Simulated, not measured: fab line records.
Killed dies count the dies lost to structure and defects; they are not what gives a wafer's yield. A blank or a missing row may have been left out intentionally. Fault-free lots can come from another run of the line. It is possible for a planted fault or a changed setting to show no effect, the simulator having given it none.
Which tool is to blame?    flow n5-finfet    Sampling: 12 lots, 36 wafers, 2 of 1938 route steps

WHAT THE GAUGES SHOWED, per wafer
N5_BEOL_M2_CD_MEAS_18: pitch 36 nm, target cd 18 nm.
lot   measured      on         cd-nm (nm)
L075  day 6 19:59   cd-sem-03  17.2 18.0 17.8
L077  day 7 06:59   cd-sem-02  18.2 17.7 17.9
L079  day 8 00:49   cd-sem-03  17.6 18.7 18.2
L081  day 8 09:46   cd-sem-02  17.7 17.6 17.6
L083  day 8 23:55   cd-sem-01  18.0 17.6 17.8
L085  day 9 16:16   cd-sem-02  17.8 17.8 17.7
L087  day 10 04:43  cd-sem-03  17.6 17.8 18.2
L089  day 10 13:22  cd-sem-02  18.7 17.7 18.4
L091  day 10 21:43  cd-sem-02  18.1 18.4 17.8
L093  day 11 10:11  cd-sem-03  17.5 18.1 17.5
L095  day 12 11:31  cd-sem-01  18.0 18.5 18.1
L097  day 12 17:04  cd-sem-02  18.2 18.0 17.9

EACH LOT AND THE TOOL THAT RAN IT (in order: tool; ch and the chambers of the sampled wafers; start)
lot   N5_BEOL_M2_STRIP_66
L075  rie-diel-03 ch 0,1, day 6 19:39
L077  rie-diel-05 ch 0,2,3, day 7 06:46
L079  rie-diel-05 ch 0,2,3, day 8 00:28
L081  rie-diel-05 ch 0,1,2, day 8 09:33
L083  rie-diel-05 ch 2,3, day 8 23:42
L085  rie-diel-03 ch 0,1,3, day 9 16:03
L087  rie-diel-02 ch 0,1,3, day 10 04:25
L089  rie-diel-03 ch 1,2,3, day 10 13:01
L091  rie-diel-02 ch 1,2, day 10 21:17
L093  rie-diel-02 ch 1,3, day 11 09:56
L095  rie-diel-05 ch 1,2,3, day 12 11:07
L097  rie-diel-03 ch 0,2, day 12 16:50
- N5_BEOL_M2_STRIP_66: strips in CF4.

THE ANSWER, worked out from the rows above alone
Rule: usual is defined by the lots themselves. Put in order of their means at a reading, lots are off if they are a third of the lots or fewer, leave a main group of 4 or more, and stand apart from it by a gap of 3 or more times the standard deviation of the main group's means; of several such gaps the widest counts. A main group is skipped when, at the precision printed for the reading in the tables above, its means are all equal. Also off: a lot with no number at a reading for which 4 or more lots have one. All remaining lots with rows at the step are treated as sound.
Nothing can be told from this: no lot is off at any reading shown.

WHAT WAS PUT IN BY THE SIMULATOR
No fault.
